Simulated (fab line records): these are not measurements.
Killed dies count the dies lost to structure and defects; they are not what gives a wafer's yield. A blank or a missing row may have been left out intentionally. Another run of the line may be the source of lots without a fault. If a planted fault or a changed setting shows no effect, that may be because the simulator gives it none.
Chamber matching || flow n5-finfet || N5_SDB_HM_OPEN_20 on rie-diel-01: 4 sister chambers
The step chemistry CH3F/O2, target SiNx, stops on poly-Si, target depth 24 nm. 4 wafers are shown with their chamber, then 7 later ones without.

## WAFERS WITH THEIR CHAMBER
{"wafer": "L078.4", "chamber": 2, "drypump-motor-current-A (A)": 5.3}
{"wafer": "L090.1", "chamber": 3, "drypump-motor-current-A (A)": 5.9}
{"wafer": "L094.3", "chamber": 0, "drypump-motor-current-A (A)": 6.3}
{"wafer": "L094.4", "chamber": 1, "drypump-motor-current-A (A)": 5.7}

## WAFERS WHOSE CHAMBER IS MISSING
{"wafer": "L094.6", "drypump-motor-current-A (A)": 5.8}
{"wafer": "L095.2", "drypump-motor-current-A (A)": 6.3}
{"wafer": "L095.5", "drypump-motor-current-A (A)": 6.0}
{"wafer": "L095.6", "drypump-motor-current-A (A)": 5.3}
{"wafer": "L097.2", "drypump-motor-current-A (A)": 5.7}
{"wafer": "L097.4", "drypump-motor-current-A (A)": 5.3}
{"wafer": "L097.6", "drypump-motor-current-A (A)": 5.8}

## EACH ONE'S CHAMBER
{"wafer": "L094.6", "from the rows above": "can't be placed: 1 or 3", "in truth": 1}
{"wafer": "L095.2", "from the rows above": 0, "in truth": 0}
{"wafer": "L095.5", "from the rows above": 3, "in truth": 3}
{"wafer": "L095.6", "from the rows above": 2, "in truth": 2}
{"wafer": "L097.2", "from the rows above": 1, "in truth": 1}
{"wafer": "L097.4", "from the rows above": 2, "in truth": 2}
{"wafer": "L097.6", "from the rows above": "can't be placed: 1 or 3", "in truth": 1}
5 of 7 placed correctly. From these rows, 2 cannot be placed; in 2 the true chamber is one of the candidates. 0 placed wrongly.
How it was worked out, from the rows above alone: a wafer's distance from a chamber is the root of the sum, over the readings, of the square of ((its reading less the chamber's mean) divided by the reading's scatter). If the next closest chamber is less than 2 further off than the closest, the wafer can't be placed; otherwise it belongs to the closest. The mean given for a chamber averages the wafers shown for that chamber. The scatter: root of mean squared gap, hidden wafer to nearest shown wafer, with one shown wafer a chamber.
